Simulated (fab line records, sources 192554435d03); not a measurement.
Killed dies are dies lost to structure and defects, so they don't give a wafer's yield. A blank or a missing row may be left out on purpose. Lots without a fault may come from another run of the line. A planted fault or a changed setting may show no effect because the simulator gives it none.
Chamber matching | flow n5_finfet | N5_MOL_CONTACT_COAG_ETCH_110 on rie_diel-03: 3 sister chambers
The step etches Si in CF4/O2, target depth 2.5 nm, time 8 s. 6 wafers are shown with their chamber, then 6 later ones without.

WAFERS WITH THEIR CHAMBER
wafer  | chamber | showerhead_plenum_p_Torr (Torr) | rf_vpp_V (V)
L087.1 | 3       | 2.15                            | 122
L089.2 | 3       | 2.14                            | 122
L089.4 | 0       | 2.32                            | 132
L089.5 | 1       | 2.24                            | 131
L090.2 | 0       | 2.32                            | 130
L090.3 | 1       | 2.24                            | 130

WAFERS WITHOUT THEIR CHAMBER
wafer  | showerhead_plenum_p_Torr (Torr) | rf_vpp_V (V)
L090.6 | 2.32                            | 131
L093.1 | 2.24                            | 130
L093.2 | 2.31                            | 132
L093.5 | 2.31                            | 131
L097.4 | 2.31                            | 130
L097.5 | 2.23                            | 130

WHICH CHAMBER EACH WENT THROUGH
wafer  | from the rows above | in truth
L090.6 | 0                   | 0
L093.1 | 1                   | 1
L093.2 | 0                   | 0
L093.5 | 0                   | 0
L097.4 | 0                   | 0
L097.5 | 1                   | 1
Placed correctly: 6 of 6. Can't be placed from these rows: 0. Placed wrongly: 0.
How it was worked out, from the rows above alone: a wafer's distance from a chamber is the root of the sum, over the readings, of the square of ((its reading less the chamber's mean) divided by the reading's scatter). The wafer belongs to the nearest chamber; if the next one is less than 2 further off, it can't be placed. A chamber's mean is the mean of its shown wafers. The scatter: the root of (the sum of the squares of (reading less its chamber's mean) over the shown wafers, divided by (wafers less chambers)).
